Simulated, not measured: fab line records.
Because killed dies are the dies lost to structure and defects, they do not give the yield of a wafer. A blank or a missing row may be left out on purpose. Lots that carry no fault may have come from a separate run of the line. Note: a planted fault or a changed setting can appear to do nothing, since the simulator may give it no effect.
8D (eight disciplines) problem report, filled in by code || flow nand-harc || the parts of the form that need people (team, actions taken, sign-off) are left out

1. WHAT IS WRONG
At NHARC_A_ONON_D2_THK_MEAS_05, thk-nm averages 1158 nm over 6 wafers from 2 lots, while fault-free wafers read 997 nm, standard deviation 9.9. Measured from the usual mean, that is +16 standard deviations.
The step: measures by ellipsometry.
First observed at day 15 22:44: wafer L429.1, on film-metro-01. At this step, 42 wafers from 14 lots have a number in the record. The rule behind "out" and "out of limits": a value lying over 4 standard deviations away from the usual mean. All remaining wafers that have a number are taken as sound.

2. WHAT IT IS, WHAT IT ISN'T
{"question": "which readings at this step", "is": "thk-nm", "is not": "-"}
{"question": "which lots", "is": "L429, L431", "is not": "L419, L420, L421, L423, L425, L434, L436, L438, L439, L440, L441, L442"}
{"question": "which wafers of those lots", "is": "all that have a number", "is not": "-"}
{"question": "read on which gauges", "is": "film-metro-01", "is not": "film-metro-02"}
{"question": "when", "is": "from day 15 22:44", "is not": "up to then (15 sound wafers); but 21 sound wafers of L434, L436, L438, L439, L440, L441, L442 came after"}

3. SUSPECTS, AND WHAT RULES EACH OUT
Counting: a tool stays on the suspect list if, at a process step up to the reading, it processed all lots that are out and no sound lot following the first of them.
- the gauge at NHARC_A_ONON_D2_THK_MEAS_05: ruled out. All the wafers that are out were read on film-metro-01, but those of them that NHARC_END_SORT_01 has rows for are out there too, on other tools.
- pecvd-onon-03 at NHARC_A_ONON_D2_DEP_03 (target thk 1000 nm): kept. It ran every lot that is out, first L429 (day 15 22:14), and no sound lot after that; its last sound lot up to then is L421 (day 12 09:52).
The count leaves pecvd-onon-03 at NHARC_A_ONON_D2_DEP_03.

4. THE CAUSE (what the simulator had put in)
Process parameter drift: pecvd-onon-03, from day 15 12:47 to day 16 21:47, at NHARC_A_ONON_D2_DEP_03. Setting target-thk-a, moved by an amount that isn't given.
Counting left only this tool.

5. SEQUENCE OF EFFECTS, ordered by route
Each row: a reading where the mean over the struck wafers with a number is more than 3 standard deviations away from the usual. Scope: only readings with a usual standard deviation given in the record; hours: median across lots of the time from each lot's start at the first step in this table that gives one to its start at this step; sigmas: change in usual standard deviations.
{"hours": 0, "step": "NHARC_A_ONON_D2_THK_MEAS_05", "reading": "thk-nm", "usual": "997 nm", "on struck wafers": 1158, "change": "+160", "sigmas": "+16"}
{"hours": 289, "step": "NHARC_END_SORT_01", "reading": "killed-at-array", "usual": 62, "on struck wafers": 673, "change": "+611", "sigmas": "+34"}
{"hours": 289, "step": "NHARC_END_SORT_01", "reading": "killed-dies", "usual": 67, "on struck wafers": 677, "change": "+610", "sigmas": "+36"}

6. HOW IT WOULD HAVE BEEN CAUGHT EARLIER
The first out-of-limits reading at a measuring or inspecting step in this record came at day 15 22:44, 10 hours after the fault's start at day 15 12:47.
Among the 2 lots that are out, L431 began NHARC_A_ONON_D2_DEP_03 on pecvd-onon-03 after day 15 22:44. Holding the tool at that time would have saved it.
